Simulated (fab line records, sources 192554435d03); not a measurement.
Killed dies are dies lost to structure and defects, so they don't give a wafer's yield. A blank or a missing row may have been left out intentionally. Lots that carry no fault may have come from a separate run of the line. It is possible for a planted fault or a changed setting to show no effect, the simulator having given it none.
Matching of chambers -- flow n5 finfet -- cvd co-02 running N5_BEOL_M3_PRE_CLEAN_60: 3 sister chambers
The step time 15 s. 6 wafers are shown with their chamber, then 11 later ones without.

WAFERS WITH THEIR CHAMBER
wafer,chamber,heater power w (W)
L083.5,0,60
L085.6,1,134
L088.2,1,130
L088.3,2,90
L088.5,0,59
L086.1,2,89

WAFERS WHOSE CHAMBER IS MISSING
wafer,heater power w (W)
L086.2,132
L086.5,60
L092.2,60
L092.5,62
L092.6,93
L097.1,131
L097.4,59
L097.5,127
L096.1,61
L096.2,92
L096.3,131

WHICH CHAMBER EACH WENT THROUGH
wafer,from the rows above,in truth
L086.2,1,1
L086.5,0,0
L092.2,0,0
L092.5,0,0
L092.6,2,2
L097.1,1,1
L097.4,0,0
L097.5,1,1
L096.1,0,0
L096.2,2,2
L096.3,1,1
Correctly placed: 11 of 11. Not placeable from these rows: 0. 0 placed wrongly.
How it was worked out, from the rows above alone: a wafer's distance from a chamber is the root of the sum, over the readings, of the square of ((its reading less the chamber's mean) divided by the reading's scatter). If the next closest chamber is less than 2 further off than the closest, the wafer can't be placed; otherwise it belongs to the closest. Each chamber's mean is taken over the wafers shown for it. How the scatter is found: for the shown wafers, subtract from each reading the mean of its chamber, square and add these, divide the total by (wafers less chambers), then take the root.
